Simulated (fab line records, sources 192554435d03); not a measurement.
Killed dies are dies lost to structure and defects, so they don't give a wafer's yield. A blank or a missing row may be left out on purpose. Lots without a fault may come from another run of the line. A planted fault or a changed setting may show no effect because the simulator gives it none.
Chamber matching | flow n5_finfet | N5_BEOL_M8_PECVD_70 on pecvd-01: 3 sister chambers
The step deposits SiO2 from TEOS/O2, target thk 20 nm, time 22.7 s. 14 wafers are shown with their chamber, then 7 later ones without.

WAFERS WITH THEIR CHAMBER
wafer  | chamber | throttle_valve_pct (%) | showerhead_plenum_p_Torr (Torr) | heater_power_w (W)
L075.2 | 1       | 22.0                   | 8.78                            | 740
L075.5 | 0       | 22.1                   | 8.74                            | 625
L075.6 | 1       | 21.8                   | 8.78                            | 733
L078.1 | 2       | 21.0                   | 8.75                            | 754
L078.4 | 0       | 22.2                   | 8.76                            | 637
L078.6 | 1       | 22.0                   | 8.78                            | 738
L089.1 | 2       | 21.0                   | 8.73                            | 764
L089.4 | 0       | 22.4                   | 8.72                            | 688
L089.6 | 1       | 21.7                   | 8.79                            | 761
L091.3 | 2       | 21.3                   | 8.73                            | 759
L091.4 | 2       | 21.1                   | 8.71                            | 752
L091.6 | 1       | 21.9                   | 8.80                            | 772
L094.1 | 1       | 21.8                   | 8.79                            | 638
L094.4 | 2       | 21.0                   | 8.76                            | 657

SIGNATURES (means of the wafers above)
reading                  | chamber 0 | chamber 1 | chamber 2 | scatter within a chamber
throttle_valve_pct       | 22.233    | 21.867    | 21.080    | 0.131
showerhead_plenum_p_Torr | 8.7400    | 8.7867    | 8.7360    | 0.0155
heater_power_w           | 650.00    | 730.33    | 737.20    | 44.4
Rule: a wafer's distance from a chamber is the root of the sum, over the readings, of the square of ((its reading less the chamber's mean) divided by the reading's scatter). The wafer belongs to the nearest chamber; if the next one is less than 2 further off, it can't be placed. The scatter: the root of (the sum of the squares of (reading less its chamber's mean) over the shown wafers, divided by (wafers less chambers)).

WAFERS WITHOUT THEIR CHAMBER
wafer  | throttle_valve_pct (%) | showerhead_plenum_p_Torr (Torr) | heater_power_w (W)
L094.6 | 22.0                   | 8.73                            | 676
L096.2 | 21.1                   | 8.75                            | 763
L096.4 | 22.0                   | 8.80                            | 653
L096.5 | 22.5                   | 8.77                            | 669
L097.2 | 22.0                   | 8.78                            | 761
L097.5 | 22.2                   | 8.80                            | 754
L097.6 | 21.1                   | 8.75                            | 757

WHICH CHAMBER EACH WENT THROUGH
wafer  | from the rows above     | in truth
L094.6 | can't be placed: 0 or 1 | 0
L096.2 | 2                       | 2
L096.4 | 1                       | 1
L096.5 | 0                       | 0
L097.2 | 1                       | 1
L097.5 | can't be placed: 1 or 0 | 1
L097.6 | 2                       | 2
Placed correctly: 5 of 7. Can't be placed from these rows: 2 (the true chamber is among the candidates in 2). Placed wrongly: 0.
